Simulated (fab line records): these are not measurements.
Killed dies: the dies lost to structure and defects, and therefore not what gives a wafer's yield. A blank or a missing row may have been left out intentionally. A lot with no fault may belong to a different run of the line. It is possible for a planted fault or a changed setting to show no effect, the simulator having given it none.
The tool behind it: which one? || flow n5_finfet || 8 lots, 24 wafers sampled, at 5 steps of a route of 1938

WHAT EACH GAUGE READ, for each wafer
N5_BEOL_M4_RC_MEAS_101.
{"lot": "L113", "measured": "day 8 00:08", "on": "prober-02", "VT_N (mV)": "248.1 248.6 246.2"}
{"lot": "L125", "measured": "day 10 23:44", "on": "prober-01", "VT_N (mV)": "295.4 293.7 297.4"}
{"lot": "L126", "measured": "day 11 15:20", "on": "prober-01", "VT_N (mV)": "295.6 296.7 293.1"}
{"lot": "L130", "measured": "day 12 02:36", "on": "prober-01", "VT_N (mV)": "248.3 248.1 249.0"}
{"lot": "L131", "measured": "day 11 22:14", "on": "prober-01", "VT_N (mV)": "251.1 253.0 246.6"}
{"lot": "L133", "measured": "day 12 22:25", "on": "prober-01", "VT_N (mV)": "250.8 249.1 248.9"}
{"lot": "L134", "measured": "day 13 15:14", "on": "prober-02", "VT_N (mV)": "250.8 251.1 248.0"}
{"lot": "L136", "measured": "day 13 18:05", "on": "prober-01", "VT_N (mV)": "249.3 245.3 254.2"}

EACH LOT AND THE TOOL THAT RAN IT (in order: tool; ch and the chambers of the sampled wafers; start)
{"lot": "L113", "N5_HKMG_FIN_NWFM_ALD_20": "ald_metal-01 ch 1,2,3, day 4 03:38", "N5_HKMG_FIN_ALD_71": "ald_metal-01 ch 1,2,3, day 4 03:44", "N5_HKMG_FIN_ETCHBACK_68": "rie_metal-03 ch 0,1, day 4 04:17", "N5_HKMG_FIN_STRIP_69": "plasma_asher-01 ch 0,1, day 4 04:26"}
{"lot": "L125", "N5_HKMG_FIN_NWFM_ALD_20": "ald_metal-01 ch 0,1,3, day 7 06:11", "N5_HKMG_FIN_ALD_71": "ald_metal-01 ch 0,1,3, day 7 06:17", "N5_HKMG_FIN_ETCHBACK_68": "rie_metal-03 ch 0, day 7 06:52", "N5_HKMG_FIN_STRIP_69": "plasma_asher-02 ch 1, day 7 07:00"}
{"lot": "L126", "N5_HKMG_FIN_NWFM_ALD_20": "ald_metal-04 ch 0,2,3, day 7 12:28", "N5_HKMG_FIN_ALD_71": "ald_metal-04 ch 0,2,3, day 7 12:34", "N5_HKMG_FIN_ETCHBACK_68": "rie_metal-03 ch 0,1, day 7 13:10", "N5_HKMG_FIN_STRIP_69": "plasma_asher-02 ch 0,1, day 7 13:20"}
{"lot": "L130", "N5_HKMG_FIN_NWFM_ALD_20": "ald_metal-01 ch 0,1,3, day 8 10:34", "N5_HKMG_FIN_ALD_71": "ald_metal-01 ch 0,1,3, day 8 10:40", "N5_HKMG_FIN_ETCHBACK_68": "rie_metal-02 ch 0, day 8 11:19", "N5_HKMG_FIN_STRIP_69": "plasma_asher-02 ch 0, day 8 11:27"}
{"lot": "L131", "N5_HKMG_FIN_NWFM_ALD_20": "ald_metal-01 ch 1,2,3, day 8 16:11", "N5_HKMG_FIN_ALD_71": "ald_metal-01 ch 1,2,3, day 8 16:17", "N5_HKMG_FIN_ETCHBACK_68": "rie_metal-03 ch 0, day 8 16:50", "N5_HKMG_FIN_STRIP_69": "plasma_asher-01 ch 0,1, day 8 17:06"}
{"lot": "L133", "N5_HKMG_FIN_NWFM_ALD_20": "ald_metal-01 ch 1,3, day 9 04:47", "N5_HKMG_FIN_ALD_71": "ald_metal-01 ch 1,3, day 9 04:53", "N5_HKMG_FIN_ETCHBACK_68": "rie_metal-03 ch 1, day 9 05:26", "N5_HKMG_FIN_STRIP_69": "plasma_asher-01 ch 0,1, day 9 05:35"}
{"lot": "L134", "N5_HKMG_FIN_NWFM_ALD_20": "ald_metal-01 ch 0,1,3, day 9 15:25", "N5_HKMG_FIN_ALD_71": "ald_metal-01 ch 0,1,3, day 9 15:31", "N5_HKMG_FIN_ETCHBACK_68": "rie_metal-03 ch 1, day 9 16:05", "N5_HKMG_FIN_STRIP_69": "plasma_asher-01 ch 0,1, day 9 16:13"}
{"lot": "L136", "N5_HKMG_FIN_NWFM_ALD_20": "ald_metal-01 ch 0,3, day 10 04:33", "N5_HKMG_FIN_ALD_71": "ald_metal-01 ch 0,3, day 10 04:39", "N5_HKMG_FIN_ETCHBACK_68": "rie_metal-01 ch 0,1, day 10 05:13", "N5_HKMG_FIN_STRIP_69": "plasma_asher-02 ch 0,1, day 10 05:21"}
- N5_HKMG_FIN_NWFM_ALD_20: deposits TiAlC, target thk 2 nm, pulse time 3 s, purge time 2 s.
- N5_HKMG_FIN_ALD_71: deposits TiN, target thk 1 nm, pulse time 1 s, purge time 3 s.
- N5_HKMG_FIN_ETCHBACK_68: etches the open film in Cl2/Ar, stops on HfO2, target depth 0.5 nm.
- N5_HKMG_FIN_STRIP_69: strips in N2/H2, time 360 s.

THE ANSWER, worked out from the rows above alone
Rule: the lots themselves supply what counts as usual. The widest of any qualifying gaps counts: lots, ordered by their means at a reading, are off when they make up no more than a third of the lots, leave a main group of 4 or more, and stand apart from it by 3 or more times the standard deviation of that group's means. The tables above print the reading to a certain number of digits; a main group whose means all agree to those digits is not used. Also off: a lot with no number at a reading for which 4 or more lots have one. The other lots that the step has rows for count as sound.
Off: L125, L126, seen at N5_BEOL_M4_RC_MEAS_101 (VT_N). The main group: mean 249.2 mV, standard deviation 0.91.
If a tool, at a process step before that reading, ran all the lots that are off and no sound lot after the first of them, it fits. Gauges at N5_BEOL_M4_RC_MEAS_101: tried the same way as those tools. Not one of the candidates tried fits.

WHAT HAD BEEN PUT IN BY THE SIMULATOR
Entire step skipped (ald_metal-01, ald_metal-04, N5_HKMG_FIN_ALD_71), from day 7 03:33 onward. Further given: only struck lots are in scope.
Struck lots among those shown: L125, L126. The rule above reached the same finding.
